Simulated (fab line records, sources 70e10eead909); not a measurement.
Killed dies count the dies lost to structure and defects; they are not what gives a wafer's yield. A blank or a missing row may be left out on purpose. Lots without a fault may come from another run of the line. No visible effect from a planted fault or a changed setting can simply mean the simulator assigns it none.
Comparing a struck lot with a sound one || flow nandHarc || 15 out of 1302 route steps
Sound: these wafers, L279.1, L279.2, L279.3. Struck: wafer L274.5. (L274.1, L274.2 of the same lot were not struck and are left out.) The cause comes at the end.
Per side, at each step with rows, come the tool, then ch with its chambers, and then its first start. Under that, the readings that differ: sound wafers || struck wafers || difference of the means || sigmas: that difference in standard deviations of wafers without a fault.
alike: readings with means less than 2 such deviations apart, plus words and numbers identical on both sides. not compared: withheld readings, readings lacking a value on some wafer, bounds such as >300 that could conceal the same value, and numbers that have no deviation in the record and whose values overlap.
Wherever a step has rows on one side only, a row that says differs or no value, or a row with sigmas, the two part there. When numbers do not overlap yet have no deviation, they are printed without sigmas and do not part them. Lack of a reading on every wafer of one side parts them only where that side has two or more wafers.

first, 1 step without rows for these wafers: NHARC_A_ONON_D1_DEP_12 (target thk 1000 nm).
NHARC_A_ONON_D1_THK_MEAS_14: measures by ellipsometry.
  sound on filmMetro-01 at day 15 22:31; struck on filmMetro-01 at day 13 03:26
  alike: thkNm
then, 2 steps without rows for these wafers: NHARC_A_ONON_D1_ANNEAL_15 (time 3600 s); NHARC_A_ONON_D1_DEP_16 (target thk 1000 nm).
NHARC_A_ONON_D1_THK_MEAS_18: measures by ellipsometry.
  sound on filmMetro-01 at day 16 06:17; struck on filmMetro-01 at day 13 11:15
  alike: thkNm
then, no rows for these wafers at 1 step: NHARC_A_ONON_D1_DEP_19 (target thk 1000 nm).
NHARC_A_ONON_D1_THK_MEAS_21: measures by ellipsometry.
  sound on filmMetro-02 at day 16 06:53; struck on filmMetro-02 at day 13 11:49
{"reading": "thkNm (nm)", "sound": "1014 1013 1013", "struck": 979, "difference": -34, "sigmas": -3}
then, no rows for these wafers at 1 step: NHARC_A_ONON_D1_DEP_22 (target thk 1000 nm).
NHARC_A_ONON_D1_THK_MEAS_24: measures by ellipsometry.
  sound on filmMetro-01 at day 16 07:32; struck on filmMetro-01 at day 13 12:23
  alike: thkNm
then, no rows for these wafers at 1 step: NHARC_A_ONON_D1_DEP_25 (target thk 1000 nm).
NHARC_A_ONON_D1_THK_MEAS_27: measures by ellipsometry.
  sound on filmMetro-02 at day 16 08:07; struck on filmMetro-02 at day 13 12:57
{"reading": "thkNm (nm)", "sound": "1001 1002 1000", "struck": 985, "difference": -16, "sigmas": -2}
NHARC_A_ONON_D1_DEP_28: target thk 1000 nm.
  sound on pecvdOnon-03 ch 0, day 16 08:10; struck on pecvdOnon-03 ch 0, day 13 13:01
  alike: n2FlowSccm, nh3FlowSccm
NHARC_A_ONON_D1_THK_MEAS_30: measures by ellipsometry.
  sound on filmMetro-01 at day 16 08:41; struck on filmMetro-02 at day 13 13:31
{"reading": "thkNm (nm)", "sound": "996 997 997", "struck": 636, "difference": -361, "sigmas": -37}
NHARC_A_ONON_D1_DEP_33: deposits SiO2, target thk 200 nm.
  sound on pecvd-04 ch 0,1,2, day 16 08:44; struck on pecvd-03 ch 0, day 13 13:37
{"reading": "mfcPrecursorSccm (sccm)", "sound": "161.6 161.3 161.8", "struck": 162.8, "difference": "+1.2", "sigmas": "+3"}
{"reading": "rfFwdPowerW (W)", "sound": "896.9 901.8 898.0", "struck": 893.0, "difference": -5.9, "sigmas": -2}
  alike: heaterPowerW, throttleValvePct
-- break in the record here, with 18 days between the starts of the struck wafers on either side (left off in module A_ONON_D1, picked up again in module END, where the first step shown is number 1302 on the route) --
NHARC_END_SORT_01:
  only the struck wafers appear in the record here, on prober-01 ch 0 at day 31 05:44; the sound ones have no rows

## WHERE THEY PART
Last at NHARC_END_SORT_01 as far as this record goes, first at NHARC_A_ONON_D1_THK_MEAS_21.

WHY: what had been put in by the simulator
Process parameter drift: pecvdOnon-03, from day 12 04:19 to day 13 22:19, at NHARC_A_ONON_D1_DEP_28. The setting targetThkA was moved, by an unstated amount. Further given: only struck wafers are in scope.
